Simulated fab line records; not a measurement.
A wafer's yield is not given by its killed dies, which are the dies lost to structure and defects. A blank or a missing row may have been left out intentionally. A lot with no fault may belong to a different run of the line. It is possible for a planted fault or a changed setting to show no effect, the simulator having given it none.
Chamber matching + flow nandHarc + NHARC_A_M1_DEP_33 on pecvd-01 has 3 sister chambers
The step deposits SiCN, target thk 30 nm. 6 wafers are shown with their chamber, then 8 later ones without.

== WAFERS PAIRED WITH THEIR CHAMBERS ==
| wafer  | chamber | showerheadVppV (V) | heaterPowerW (W) |
|--------|---------|--------------------|------------------|
| L762.4 | 0       | 1231               | 657              |
| L762.6 | 1       | 1304               | 777              |
| L765.1 | 0       | 1274               | 634              |
| L765.4 | 1       | 1275               | 655              |
| L765.6 | 2       | 1403               | 459              |
| L766.3 | 2       | 1428               | 452              |

== WAFERS WITHOUT THEIR CHAMBER ==
| wafer  | showerheadVppV (V) | heaterPowerW (W) |
|--------|--------------------|------------------|
| L766.4 | 1232               | 540              |
| L766.5 | 1286               | 716              |
| L767.2 | 1231               | 564              |
| L767.3 | 1405               | 520              |
| L767.4 | 1274               | 614              |
| L768.4 | 1243               | 592              |
| L768.5 | 1284               | 714              |
| L768.6 | 1405               | 508              |

== THE CHAMBER EACH PASSED THROUGH ==
| wafer  | from the rows above     | in truth |
|--------|-------------------------|----------|
| L766.4 | can't be placed: 0 or 1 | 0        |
| L766.5 | can't be placed: 1 or 0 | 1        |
| L767.2 | 0                       | 0        |
| L767.3 | 2                       | 2        |
| L767.4 | can't be placed: 0 or 1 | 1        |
| L768.4 | 0                       | 0        |
| L768.5 | can't be placed: 1 or 0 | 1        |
| L768.6 | 2                       | 2        |
4 of 8 placed correctly. These rows do not allow placing 4 (true chamber among the candidates in 4). Wrongly placed: 0.
How it was worked out, from the rows above alone: a wafer's distance from a chamber is the root of the sum, over the readings, of the square of ((its reading less the chamber's mean) divided by the reading's scatter). If the next closest chamber is less than 2 further off than the closest, the wafer can't be placed; otherwise it belongs to the closest. A chamber's mean is the mean of its shown wafers. The scatter is the square root of a quotient: the sum, over the shown wafers, of each reading's squared deviation from its chamber's mean, divided by wafers minus chambers.
